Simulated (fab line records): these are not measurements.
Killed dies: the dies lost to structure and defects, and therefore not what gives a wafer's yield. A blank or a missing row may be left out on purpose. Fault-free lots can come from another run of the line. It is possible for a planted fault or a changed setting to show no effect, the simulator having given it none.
A struck lot beside a sound one	flow nand harc	24 steps out of a route of 1159
Sound: these wafers, L163.2, L163.3, L163.5. Struck: wafer L157.3 (L157.1, L157.5, from the same lot, were not struck and are left out); the cause is given at the end.
At each step with rows: each side's tool, then ch and its chambers, then its first start. Under that, the readings that differ: sound wafers	struck wafers	difference of the means	sigmas: that difference in standard deviations of wafers without a fault.
alike: readings with means less than 2 such deviations apart, plus words and numbers identical on both sides. not compared: withheld readings, readings lacking a value on some wafer, bounds such as >300 that could conceal the same value, and numbers that have no deviation in the record and whose values overlap.
The two part at a step that has a row with sigmas, a row that says differs or no value, or rows on one side only. Numbers that don't overlap but have no deviation are shown without sigmas and don't part them. Lack of a reading on every wafer of one side parts them only where that side has two or more wafers.

NHARC_P_CONTACT_DEP_00: deposits SiO2, target thk 500 nm.
  sound on pecvd-02 ch 1,2; struck on pecvd-01 ch 0
reading	sound	struck	difference	sigmas
chamber pressure Torr (Torr)	6.499 6.496 6.497	6.528	+0.031	+2
  alike: heater power w, throttle valve pct
NHARC_P_CONTACT_CMP_01: polishes SiO2, target thk 200 nm.
  sound on cmp-04 ch 1,2, day 8 21:07; struck on cmp-02 ch 2, day 7 00:30
  alike: motor current A
then, 9 steps without rows for these wafers: NHARC_P_CONTACT_SRD_03; NHARC_P_CONTACT_DEHYDRATE_04 (time 120 s); NHARC_P_CONTACT_HMDS_05 (time 30 s); NHARC_P_CONTACT_COAT_33 (time 75 s); NHARC_P_CONTACT_COAT_34 (time 65 s); NHARC_P_CONTACT_COAT_06 (resist thk 90 nm); NHARC_P_CONTACT_SOFTBAKE_07 (time 55 s); NHARC_P_CONTACT_EBR_08; NHARC_P_CONTACT_EXPOSE_09 (exposes mask P CA, target cd 90 nm).
NHARC_P_CONTACT_PEB_10: peb time 65 s.
  sound on litho track-06 ch 0, day 8 21:52; struck on litho track-01 ch 0, day 7 01:15
  alike: exhaust pa, plate temp C
then, 1 step without rows for these wafers: NHARC_P_CONTACT_DEVELOP_11 (develop time 35 s).
NHARC_P_CONTACT_CD_MEAS_12 targets a cd of 90 nm.
  sound on cd sem-01 ch 0, day 8 21:57; struck on cd sem-01 ch 0, day 7 01:20
reading	sound	struck	difference	sigmas
cd nm (nm)	90.0 90.8 89.5	104.5	+14.4	+20
NHARC_P_CONTACT_OVL_MEAS_13:
  sound on overlay-01 at day 8 22:02; struck on overlay-01 at day 7 01:25
  alike: overlay x nm, overlay y nm
NHARC_P_CONTACT_INSPECT_14:
  sound on defect inspect-02 at day 8 22:04; struck on defect inspect-02 at day 7 01:27
  alike: raw defect count
NHARC_P_CONTACT_DESCUM_17: chemistry O2, time 3 s.
  sound on rie diel-02 ch 2,3, day 8 22:08; struck on rie diel-08 ch 3, day 7 01:31
reading	sound	struck	difference	sigmas
model.P_CONTACT.cd nm (nm)	90.01 90.46 89.4	104.9	+14.9	
  alike: drypump motor current A, oes product au, rf vpp V, showerhead plenum p Torr, throttle valve pct
  not compared: rf hours counter h
NHARC_P_CONTACT_ETCH_35: etches the open film in CF4, target depth 39 nm, time 65 s.
  sound on rie diel-02 ch 0,1,3, day 8 22:13; struck on rie diel-08 ch 1, day 7 01:37
reading	sound	struck	difference	sigmas
bias w (W)	100.14 99.82 99.84	100.54	+0.61	+2
  alike: drypump motor current A, oes product au, rf vpp V, showerhead plenum p Torr, throttle valve pct
  not compared: rf hours counter h
NHARC_P_CONTACT_ETCH_36: etches the open film in N2/H2, target depth 260 nm, time 406.25 s.
  sound on rie diel-02 ch 2,3; struck on rie diel-08 ch 3
  alike: bias w, drypump motor current A, n2 flow sccm, oes product au, rf vpp V, showerhead plenum p Torr, throttle valve pct
  not compared: rf hours counter h
then, 2 steps without rows for these wafers: NHARC_P_CONTACT_ETCH_18 (etches the open film in C4F8/O2/Ar, target depth 481 nm, time 240.5 s); NHARC_P_CONTACT_STRIP_37 (strips in C4F8/O2/Ar).
NHARC_P_CONTACT_ETCH_31: etches the open film in CH3F/O2, target depth 30 nm, time 85.7 s.
  sound on rie diel-02 ch 1,3; struck on rie diel-08 ch 3
reading	sound	struck	difference	sigmas
bias w (W)	100.2 100.7 100.5	99.7	-0.8	-2
model.P_CONTACT.cd nm (nm)	88.08 89.76 88.17	104.8	+16.1	
  alike: ch3f flow sccm, drypump motor current A, oes product au, rf vpp V, showerhead plenum p Torr, throttle valve pct
  not compared: rf hours counter h
NHARC_P_CONTACT_CD_MEAS_19:
  sound on cd sem-01 at day 8 23:01; struck on cd sem-02 at day 7 02:24
reading	sound	struck	difference	sigmas
cd nm (nm)	88.0 90.0 88.2	105.0	+16.3	+7
NHARC_P_CONTACT_STRIP_28: strips in O2.
  sound on rie diel-08 ch 2,3, day 8 23:05; struck on rie diel-02 ch 0, day 7 02:28
reading	sound	struck	difference	sigmas
drypump motor current A (A)	6.3 6.4 6.3	5.0	-1.3	-2
  alike: oes product au, rf vpp V, showerhead plenum p Torr, throttle valve pct
  not compared: rf hours counter h

## WHERE THEY PART
Earliest at NHARC_P_CONTACT_DEP_00; latest, in this record, at NHARC_P_CONTACT_STRIP_28.

WHY: what had been put in by the simulator
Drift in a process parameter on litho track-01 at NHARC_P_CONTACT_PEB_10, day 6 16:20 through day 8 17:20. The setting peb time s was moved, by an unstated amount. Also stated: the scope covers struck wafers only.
